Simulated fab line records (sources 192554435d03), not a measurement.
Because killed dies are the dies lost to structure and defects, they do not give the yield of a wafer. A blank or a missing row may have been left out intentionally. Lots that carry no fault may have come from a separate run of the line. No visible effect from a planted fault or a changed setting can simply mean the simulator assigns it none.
Matching of chambers + flow n5Finfet + 4 sister chambers for N5_MOL_CONTACT_COAG_ALD_27 on aldSin-04
The step deposits SiOC, target thk 17 nm, pulse time 1.5 s, time 2720 s. 8 wafers are shown with their chamber, then 7 later ones without.

## EACH WAFER AND ITS CHAMBER
| wafer  | chamber | heaterPowerW (W) | precursorPulseHeightRel |
|--------|---------|------------------|-------------------------|
| L076.5 | 2       | 1028             | 1.015                   |
| L082.2 | 3       | 753              | 0.983                   |
| L082.5 | 3       | 731              | 0.996                   |
| L088.1 | 2       | 998              | 1.030                   |
| L088.2 | 0       | 709              | 1.019                   |
| L088.4 | 1       | 845              | 1.000                   |
| L089.1 | 1       | 832              | 0.973                   |
| L089.3 | 0       | 700              | 1.004                   |

## WAFERS WHOSE CHAMBER IS MISSING
| wafer  | heaterPowerW (W) | precursorPulseHeightRel |
|--------|------------------|-------------------------|
| L089.5 | 709              | 1.029                   |
| L092.3 | 691              | 0.982                   |
| L092.4 | 747              | 0.963                   |
| L092.5 | 692              | 1.013                   |
| L095.1 | 847              | 0.988                   |
| L095.5 | 837              | 1.014                   |
| L095.6 | 714              | 1.026                   |

## EACH ONE'S CHAMBER
| wafer  | from the rows above     | in truth |
|--------|-------------------------|----------|
| L089.5 | 0                       | 0        |
| L092.3 | can't be placed: 0 or 3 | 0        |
| L092.4 | 3                       | 3        |
| L092.5 | 0                       | 0        |
| L095.1 | 1                       | 1        |
| L095.5 | 1                       | 1        |
| L095.6 | 0                       | 0        |
Correctly placed: 6 of 7. These rows do not allow placing 1 (true chamber among the candidates in 1). Wrongly placed: 0.
How it was worked out, from the rows above alone: a wafer's distance from a chamber is the root of the sum, over the readings, of the square of ((its reading less the chamber's mean) divided by the reading's scatter). If the next closest chamber is less than 2 further off than the closest, the wafer can't be placed; otherwise it belongs to the closest. A chamber's mean is the mean of its shown wafers. The scatter: take each reading less its chamber's mean, square it, sum over the shown wafers, divide by the number of wafers less the number of chambers, and take the root.
